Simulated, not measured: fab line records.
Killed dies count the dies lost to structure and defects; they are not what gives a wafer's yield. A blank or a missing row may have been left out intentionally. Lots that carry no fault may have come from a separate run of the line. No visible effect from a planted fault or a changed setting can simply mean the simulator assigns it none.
A lot that was struck, set against a sound lot :: flow n5 finfet :: 37 out of 1938 route steps
Sound: wafers L732.2, L732.5, L732.6. Wafers L721.2, L721.3, L721.6 were the ones struck. The cause comes at the end.
Each step with rows lists, per side, the tool, then ch with its chambers, then its first start. Under that, the readings that differ: sound wafers :: struck wafers :: difference of the means :: sigmas: that difference in standard deviations of wafers without a fault.
alike: words and numbers the same on both sides, and readings whose means are apart by under 2 such deviations; not compared: readings that were withheld, readings missing a value for some wafer, numbers with overlapping values and no deviation given by the record, and bounds like >300 which may hide the same value.
The two part at a step that has a row with sigmas, a row that says differs or no value, or rows on one side only. Non-overlapping numbers with no deviation appear without sigmas and do not part them. A reading missing from all wafers of one side parts the sides only when that side holds two or more wafers.

first, 9 steps without rows for these wafers: N5_WELL_APT_COAT_19 (resist thk 950 nm); N5_WELL_APT_EBR_21; N5_WELL_APT_SOFTBAKE_20 (time 60 s); N5_WELL_APT_EXPOSE_22 (exposes mask PWELL, defocus 0 nm, target cd 200 nm); N5_WELL_APT_PEB_23 (peb time 90 s); N5_WELL_APT_DEVELOP_24 (develop time 45 s); N5_WELL_APT_HARDBAKE_29 (time 120 s); N5_WELL_APT_DESCUM_30 (chemistry O2, time 7.9 s); N5_WELL_APT_IMPLANT_31.
N5_WELL_APT_IMPLANT_32:
  sound on implanter-01 ch 0, day 7 09:13; struck on implanter-01 ch 0, day 4 15:20
reading: dose ions cm2
sound: 2.0038e+13 2.0023e+13 2.0031e+13
struck: 3.862e+12 3.897e+12 3.856e+12
difference: -1.616e+13
sigmas: -99 or more

reading: faraday current uA
sound: 253 256 252
struck: 49 50 51
difference: -204
sigmas: -40
then, 25 steps without rows for these wafers: N5_WELL_APT_STRIP_33 (strips in SPM, time 900 s); N5_WELL_APT_RTA_34 (time 10 s); N5_WELL_APT_OXIDE_STRIP_42 (strips SiO2 in dHF, time 45 s, target depth 12 nm); N5_WELL_APT_PRECLEAN_36 (cleans in O3/DIW, time 45 s); N5_WELL_APT_PRECLEAN_39 (cleans in dHF, time 60 s); N5_WELL_APT_SRD_37 (time 30 s); N5_WELL_APT_EPI_41 (deposits Si from SiH4/H2, target thk 50 nm, time 297.7 s); N5_PMOS_HMC_CHANNEL_EPI_HM_DEP_34 (deposits SiO2 from TEOS/O2, target thk 36 nm, time 6.9 s); N5_PMOS_HMC_CHANNEL_EPI_COAT_31 (time 60 s, resist thk 66 nm); N5_PMOS_HMC_CHANNEL_EPI_COAT_03 (resist thk 205 nm); N5_PMOS_HMC_CHANNEL_EPI_EBR_05; N5_PMOS_HMC_CHANNEL_EPI_SOFTBAKE_04 (time 60 s); N5_PMOS_HMC_CHANNEL_EPI_EXPOSE_06 (exposes mask PMOS HMC BLK, target cd 240 nm); N5_PMOS_HMC_CHANNEL_EPI_PEB_07 (peb time 60 s); N5_PMOS_HMC_CHANNEL_EPI_DEVELOP_08 (develop time 30 s); N5_PMOS_HMC_CHANNEL_EPI_DESCUM_14 (chemistry O2, time 7.9 s); N5_PMOS_HMC_CHANNEL_EPI_ETCH_32 (etches BARC in N2/H2, stops on SiO2, target depth 85.8 nm, time 50.3 s); N5_PMOS_HMC_CHANNEL_EPI_HM_OPEN_15 (chemistry CHF3/O2, target SiO2, target depth 40.6 nm, time 20.3 s); N5_PMOS_HMC_CHANNEL_EPI_STRIP_33 (strips in N2/H2); N5_PMOS_HMC_CHANNEL_EPI_STRIP_17 (strips in SPM, time 750 s); N5_PMOS_HMC_CHANNEL_EPI_ETCH_38 (etches SiO2 in CF4, target depth 1.5 nm); N5_PMOS_HMC_CHANNEL_EPI_FIN_RECESS_16 (chemistry HBr/Cl2, target Si, target depth 54 nm, time 18 s); N5_PMOS_HMC_CHANNEL_EPI_PRECLEAN_36 (cleans in O3/DIW, time 45 s); N5_PMOS_HMC_CHANNEL_EPI_PRECLEAN_18 (cleans in DHF, time 30 s); N5_PMOS_HMC_CHANNEL_EPI_SRD_19 (time 30 s).
-- here the record skips 8 days between the struck wafers' starts before and after, leaving off in module PMOS_HMC_CHANNEL_EPI and picking up in module BEOL_M4 (first step shown: number 1111 of the route) --
N5_BEOL_M4_RC_MEAS_101:
  sound on prober-01 ch 0, day 15 05:15; struck on prober-02 ch 0, day 12 07:17
reading: CJ_N
sound: 4.34 4.24 4.26
struck: 1.97 1.92 1.96
difference: -2.33
sigmas: -23

reading: DIBL_N (mV/V)
sound: 38.0 38.4 39.5
struck: 54.2 47.3 51.1
difference: +12.2
sigmas: +6

reading: IOFF_N (nA/um)
sound: 0.19 0.18 0.24
struck: 1.46 0.63 1.01
difference: +0.83
sigmas: +24

reading: IOFF_N_85C (nA/um)
sound: 3.5 3.3 4.2
struck: 19.9 9.9 14.7
difference: +11.2
sigmas: +20

reading: IOFF_N_LONG (nA/um)
sound: 5.73e-05 5.5e-05 5.56e-05
struck: 4.98e-05 4.95e-05 4.92e-05
difference: -6.47e-06
sigmas: -4

reading: RS_PWELL (ohm/sq)
sound: 3017 3030 3013
struck: 3182 3132 3143
difference: +132
sigmas: +6

reading: SS_N (mV/dec)
sound: 71.4 71.6 72.3
struck: 90.0 83.0 85.7
difference: +14.5
sigmas: +21
  alike: DIBL_P, IOFF_P, ION_N, ION_P, SS_P, VT_N, VT_P
-- the record jumps here: 5 days lie between the struck wafers' starts before and after (it left off in module BEOL_M4 and takes up again in module PASSIVATION, whose first step shown is number 1936 of the route) --
N5_PASSIVATION_PROBE_49:
  only the struck wafers here have rows in the record (prober-01, day 16 21:38); the sound ones have none

WHERE THEY PART
At N5_WELL_APT_IMPLANT_32 first; at N5_PASSIVATION_PROBE_49 last (within this record only).

WHY: what had been put in by the simulator
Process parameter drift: implanter-01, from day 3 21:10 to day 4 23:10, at N5_WELL_APT_IMPLANT_32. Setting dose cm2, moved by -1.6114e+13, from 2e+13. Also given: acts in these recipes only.
